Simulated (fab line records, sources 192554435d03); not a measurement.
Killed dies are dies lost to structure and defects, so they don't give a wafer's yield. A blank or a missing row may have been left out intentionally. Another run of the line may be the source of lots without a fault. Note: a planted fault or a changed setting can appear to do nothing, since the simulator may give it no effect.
fab line records    flow n5Finfet    part 2 of 2: steps 35 to 46 of 46
record: lots: 5  wafers: 15  lastDay: 17
route steps=1938 shown WELL_APT@21 PMOS_HMC_CHANNEL_EPI@57
lots untouched by any fault: they come from a run of this same line in which no faults occurred
startH: start of the lot's first displayed wafer, in hours after the record's first day    waitH: time in hours since the lot's previous step    " identical to the entry in the row above    L1.1+2: one row covering several wafers at once    - no value, or no start was given    * or withheld: withheld    < > ~ a bound
route shown NAME@n: names a module that has steps shown in the file, with the first one's number in the route    usual: mean/standard deviation of fault-free wafers    same: alike in all rows    chamber/n: place in a boat    sites: per-site readings    _std_site: standard deviation of those values    _edge_site: outer sites' mean less inner sites'    radiusMm: for every site, how far away it sits from the centre of the wafer    mask NAME#n: copy n    behind: the last tool/chamber to shape the wafer    hold: what put the lot on hold/how long, in hours/how the hold closed    device: transistor that didn't switch, given as n, p or np    end of line: the route-end tests of the same wafers    step lacking rows: just its recipe    killed: dies that structure and defects cost at the first sort, which is not the same as the wafer's yield    map: the dies of a wafer, with x for killed, . for not killed, _ for no die there
set.NAME: setting as actually run; set.NAME@STEP: the setting as run at that earlier step    model.NAME: the simulator's own value behind a step, which no gauge read
lots seen at some steps along the route; tables by step, rows by wafer
services: from which hour (startH, from the record's first day; less than 0 if before it) a tool's chamber was out of use, for how many hours, and why
== steps ==
step: N5_WELL_APT_EPI_41
recipe: material: Si  targetThkA: 500  tempC: 650  precursor: SiH4/H2  pressureTorr: 20  timeS: 297.7
usual: throttleValvePct: 11.36/0.17
lot.wafer  tool         chamber  startH  waitH  throttleValvePct
L075.1     epiRpcvd-03  0        22.10   0.0    11.59
L075.2     "            0        "       "      11.37
L075.4     "            0        "       "      11.61
L081.1     epiRpcvd-04  0        58.04   0.0    11.52
L081.3     "            0        "       "      11.52
L081.6     "            0        "       "      11.45
L087.1     epiRpcvd-01  0        94.70   0.0    11.16
L087.5     "            0        "       "      11.21
L087.6     "            0        "       "      11.07
L092.2     epiRpcvd-01  0        124.54  0.2    11.28
L092.3     "            0        "       "      11.10
L092.6     "            0        "       "      11.48
L097.3     epiRpcvd-01  0        154.20  0.3    11.18
L097.5     "            0        "       "      11.10
L097.6     "            0        "       "      11.28
step: N5_WELL_APT_INSPECT_38
recipe: inspectInstrument: darkfield  mode: postEpi
usual: rawDefectCount: 13/4.9
lot.wafer  tool              chamber  startH  waitH  rawDefectCount
L075.1     defectInspect-01  -        22.75   0.5    13
L075.2     "                 -        "       "      11
L075.4     "                 -        "       "      19
L081.1     defectInspect-02  -        58.68   0.5    7
L081.3     "                 -        "       "      10
L081.6     "                 -        "       "      15
L087.1     defectInspect-02  -        95.80   0.9    8
L087.5     "                 -        "       "      14
L087.6     "                 -        "       "      12
L092.2     defectInspect-01  -        125.46  0.7    15
L092.3     "                 -        "       "      13
L092.6     "                 -        "       "      26
L097.3     defectInspect-01  -        154.77  0.4    7
L097.5     "                 -        "       "      14
L097.6     "                 -        "       "      19
step: N5_PMOS_HMC_CHANNEL_EPI_HM_DEP_34
recipe: material: SiO2  targetThkA: 360  tempC: 400  precursor: TEOS/O2  pressureTorr: 6.5  rfW: 900  teosFlowSccm: 161.4  gas: O2  flowSccm: 2650  timeS: 6.9
usual: heaterPowerW: 482/83  showerheadPlenumPTorr: 8.33/0.035  throttleValvePct: 18.2/0.67
lot.wafer  tool      chamber  startH  waitH  heaterPowerW  showerheadPlenumPTorr  sinceWetCleanH  throttleValvePct
L075.1     pecvd-02  0        22.79   0.0    454           8.27                   727             18.9
L075.2     "         1        "       "      591           8.37                   1452            19.2
L075.4     "         0        "       "      460           8.29                   -               19.2
L081.1     pecvd-03  1        58.72   0.0    402           8.34                   1669            18.0
L081.3     "         2        "       "      613           8.29                   190             17.6
L081.6     "         0        "       "      475           8.34                   -               17.8
L087.1     pecvd-01  0        95.84   0.0    355           8.37                   1162            18.3
L087.5     "         2        "       "      400           8.37                   -               18.2
L087.6     "         1        "       "      448           8.33                   -               18.9
L092.2     pecvd-01  0        125.50  0.0    463           8.38                   1192            18.6
L092.3     "         2        "       "      401           8.35                   438             18.5
L092.6     "         1        "       "      434           8.32                   -               18.4
L097.3     pecvd-03  1        154.80  0.0    459           8.32                   1765            17.9
L097.5     "         1        "       "      453           8.35                   -               18.0
L097.6     "         2        "       "      626           8.29                   -               17.6
step: N5_PMOS_HMC_CHANNEL_EPI_COAT_31
recipe: resist: BARC  tempC: 205  timeS: 60  spinRpm: 1500  resistThkNm: 66
lot.wafer   tool           chamber  startH  waitH
L075.1+2+4  lithoTrack-01  0        22.86   0.1
L081.1+3+6  lithoTrack-04  0        58.77   0.0
L087.1+5+6  lithoTrack-01  0        95.90   0.0
L092.2+3+6  lithoTrack-04  0        125.56  0.0
L097.3+5+6  lithoTrack-02  0        154.86  0.0
step: N5_PMOS_HMC_CHANNEL_EPI_COAT_03
recipe: resist: CAR-ArF-block  spinRpm: 1500  resistThkNm: 205
lot.wafer   tool           chamber  startH  waitH
L075.1+2+4  lithoTrack-01  0        -       -
L081.1+3+6  lithoTrack-04  0        -       -
L087.1+5+6  lithoTrack-01  0        -       -
L092.2+3+6  lithoTrack-04  0        -       -
L097.3+5+6  lithoTrack-02  0        -       -
step: N5_PMOS_HMC_CHANNEL_EPI_EBR_05
recipe: solvent: PGMEA  ebrWidthMm: 1.5
lot.wafer   tool           chamber  startH  waitH
L075.1+2+4  lithoTrack-01  0        -       -
L081.1+3+6  lithoTrack-04  0        -       -
L087.1+5+6  lithoTrack-01  0        -       -
L092.2+3+6  lithoTrack-04  0        -       -
L097.3+5+6  lithoTrack-02  0        -       -
step: N5_PMOS_HMC_CHANNEL_EPI_SOFTBAKE_04
recipe: tempC: 110  timeS: 60  resist: CAR-ArF-block
lot.wafer   tool           chamber  startH  waitH
L075.1+2+4  lithoTrack-01  0        -       -
L081.1+3+6  lithoTrack-04  0        -       -
L087.1+5+6  lithoTrack-01  0        -       -
L092.2+3+6  lithoTrack-04  0        -       -
L097.3+5+6  lithoTrack-02  0        -       -
step: N5_PMOS_HMC_CHANNEL_EPI_EXPOSE_06
recipe: maskId: PMOS_HMC_BLK  na: 1.35  sourceShape: conventional  sigmaOuter: 0.8  polarization: unpolarized  targetCdNm: 240  doseMj: 41
same: sigmaOuter: 0.8
lot.wafer   tool            chamber  startH  waitH  mask
L075.1+2+4  arfiScanner-01  0        23.08   -      PMOS_HMC_BLK#0
L081.1+3+6  arfiScanner-01  0        59.00   -      PMOS_HMC_BLK#0
L087.1+5+6  arfiScanner-03  0        96.12   -      PMOS_HMC_BLK#0
L092.2+3+6  arfiScanner-01  0        125.66  -      PMOS_HMC_BLK#0
L097.3+5+6  arfiScanner-01  0        155.09  -      PMOS_HMC_BLK#0
step: N5_PMOS_HMC_CHANNEL_EPI_PEB_07
recipe: pebTempC: 110  pebTimeS: 60  resist: CAR-ArF-block
lot.wafer   tool           chamber  startH  waitH
L075.1+2+4  lithoTrack-02  0        23.14   0.1
L081.1+3+6  lithoTrack-04  0        59.05   0.1
L087.1+5+6  lithoTrack-04  0        96.18   0.1
L092.2+3+6  lithoTrack-01  0        125.72  0.0
L097.3+5+6  lithoTrack-04  0        155.14  0.0
step: N5_PMOS_HMC_CHANNEL_EPI_DEVELOP_08
recipe: developTimeS: 30  developer: TMAH  resist: CAR-ArF-block  devTempC: 23  rinseLiquid: diw  dry: airSpin
lot.wafer   tool           chamber  startH  waitH
L075.1+2+4  lithoTrack-02  0        -       -
L081.1+3+6  lithoTrack-04  0        -       -
L087.1+5+6  lithoTrack-04  0        -       -
L092.2+3+6  lithoTrack-01  0        -       -
L097.3+5+6  lithoTrack-04  0        -       -
step: N5_PMOS_HMC_CHANNEL_EPI_CD_MEAS_09
recipe: targetCdNm: 237.4  landingEnergyEv: 500  detector: seInlens
usual: cdNm: 237.0/0.81
lot.wafer  tool      chamber  startH  waitH  cdNm
L075.1     cdSem-03  0        23.21   -      236.8
L075.2     "         0        "       "      236.4
L075.4     "         0        "       "      236.6
L081.1     cdSem-01  0        59.12   -      236.4
L081.3     "         0        "       "      236.6
L081.6     "         0        "       "      237.1
L087.1     cdSem-01  0        96.25   -      238.1
L087.5     "         0        "       "      237.4
L087.6     "         0        "       "      237.4
L092.2     cdSem-02  0        125.79  -      236.4
L092.3     "         0        "       "      237.1
L092.6     "         0        "       "      237.1
L097.3     cdSem-01  0        155.21  -      236.4
L097.5     "         0        "       "      236.0
L097.6     "         0        "       "      237.1
step: N5_PMOS_HMC_CHANNEL_EPI_OVL_MEAS_10
recipe: pointsPerWafer: 44
usual: PMOS_HMC_BLK_OVL: -0.5/0.77
lot.wafer  tool        chamber  startH  waitH  PMOS_HMC_BLK_OVL[nm]
L075.1     overlay-02  0        23.24   0.0    -0.4
L075.2     "           0        "       "      0.7
L075.4     "           0        "       "      -0.1
L081.1     overlay-01  0        59.15   0.0    0.5
L081.3     "           0        "       "      0.4
L081.6     "           0        "       "      -0.5
L087.1     overlay-01  0        96.28   0.0    0.8
L087.5     "           0        "       "      -0.1
L087.6     "           0        "       "      0.4
L092.2     overlay-01  0        125.82  0.0    -0.2
L092.3     "           0        "       "      -1.0
L092.6     "           0        "       "      -1.2
L097.3     overlay-01  0        155.24  0.0    1.0
L097.5     "           0        "       "      0.1
L097.6     "           0        "       "      -1.7
== services ==
tool            chamber  startH  hours  kind
arfiScanner-01  -        -0.17   1.3    pm
wetBench-01     -        3.97    4.4    pm
krfScanner-02   -        8.12    4.0    pm
implanter-02    -        18.60   6.3    repair
krfScanner-01   -        24.43   1.3    pm
krfScanner-01   -        25.91   0.8    pm
krfScanner-02   -        26.25   0.2    repair
krfScanner-02   -        33.69   1.3    pm
krfScanner-01   -        34.37   0.5    repair
implanter-02    -        35.86   2.1    repair
wetBench-06     -        36.88   2.3    repair
krfScanner-01   -        41.43   1.0    pm
implanter-02    -        46.58   6.0    pm
implanter-01    -        53.83   6.5    repair
krfScanner-02   -        59.65   0.8    pm
implanter-01    -        85.67   20.5   pm
wetBench-01     -        86.46   1.7    repair
arfiScanner-01  -        88.81   36.0   pm
rieDiel-03      3        90.78   8.7    repair
krfScanner-01   -        97.23   4.0    pm
krfScanner-02   -        101.25  1.0    pm
krfScanner-01   -        112.94  3.8    repair
implanter-02    -        117.39  4.2    repair
implanter-02    -        147.97  2.7    repair
